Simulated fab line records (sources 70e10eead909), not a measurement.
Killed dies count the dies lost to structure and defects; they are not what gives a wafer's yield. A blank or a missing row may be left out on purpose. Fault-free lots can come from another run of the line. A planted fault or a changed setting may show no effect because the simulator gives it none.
Matching of chambers    flow nandHarc    4 sister chambers for NHARC_A_CONTACT_ETCH_92 on rieDiel-08
The step etches the open film in CH3F/O2, target depth 40 nm, time 85.7 s. 4 wafers are shown with their chamber, then 9 later ones without.

== WAFERS PAIRED WITH THEIR CHAMBERS ==
wafer   chamber  showerheadPlenumPTorr (Torr)
L305.5  3        2.57
L309.5  0        2.35
L312.4  2        2.55
L312.6  1        2.35

== WAFERS WITH NO CHAMBER GIVEN ==
wafer   showerheadPlenumPTorr (Torr)
L313.3  2.35
L313.5  2.55
L313.6  2.35
L314.1  2.35
L314.3  2.35
L314.4  2.56
L316.1  2.56
L316.2  2.35
L316.5  2.55

== WHICH CHAMBER EACH WENT THROUGH ==
wafer   from the rows above      in truth
L313.3  can't be placed: 0 or 1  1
L313.5  2                        2
L313.6  can't be placed: 0 or 1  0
L314.1  can't be placed: 0 or 1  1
L314.3  can't be placed: 0 or 1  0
L314.4  can't be placed: 3 or 2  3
L316.1  can't be placed: 3 or 2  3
L316.2  can't be placed: 0 or 1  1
L316.5  2                        2
2 of 9 placed correctly. Cannot be placed on the basis of these rows: 7; the candidates contain the true chamber in 7. Placed wrongly: 0.
How it was worked out, from the rows above alone: a wafer's distance from a chamber is the root of the sum, over the readings, of the square of ((its reading less the chamber's mean) divided by the reading's scatter). The wafer belongs to the nearest chamber; if the next one is less than 2 further off, it can't be placed. A chamber's mean is the mean of its shown wafers. The scatter: with one shown wafer a chamber, the root of the mean of the squares of how far each hidden wafer lies from its nearest shown one.
